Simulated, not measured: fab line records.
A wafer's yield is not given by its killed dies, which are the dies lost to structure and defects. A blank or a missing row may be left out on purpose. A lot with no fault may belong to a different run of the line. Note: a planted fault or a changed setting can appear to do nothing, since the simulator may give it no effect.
Chamber matching -- flow nand-harc -- 4 sister chambers for NHARC_A_STAIRCASE_STRIP_476 on rie-diel-05
The step strips in O2, time 20 s. 4 wafers are shown with their chamber, then 10 later ones without.

WAFERS, EACH WITH ITS CHAMBER
wafer,chamber,drypump-motor-current-A (A)
L087.3,0,5.5
L087.4,1,6.7
L091.1,3,4.9
L091.2,2,6.4

WAFERS WHOSE CHAMBER IS MISSING
wafer,drypump-motor-current-A (A)
L091.3,5.5
L089.3,5.5
L089.4,6.3
L089.6,6.6
L092.4,6.3
L092.5,6.3
L092.6,5.0
L097.2,6.4
L097.3,5.0
L097.5,5.5

CHAMBER TAKEN BY EACH
wafer,from the rows above,in truth
L091.3,0,0
L089.3,0,0
L089.4,2,2
L089.6,can't be placed: 1 or 2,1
L092.4,2,2
L092.5,2,2
L092.6,3,3
L097.2,2,2
L097.3,3,3
L097.5,0,0
Placed correctly: 9 of 10. Cannot be placed on the basis of these rows: 1; the candidates contain the true chamber in 1. Placed wrongly: 0.
How it was worked out, from the rows above alone: a wafer's distance from a chamber is the root of the sum, over the readings, of the square of ((its reading less the chamber's mean) divided by the reading's scatter). The wafer belongs to the nearest chamber; if the next one is less than 2 further off, it can't be placed. For every chamber, the mean is computed from those of its wafers that are shown. The scatter: with one shown wafer a chamber, the root of the mean of the squares of how far each hidden wafer lies from its nearest shown one.
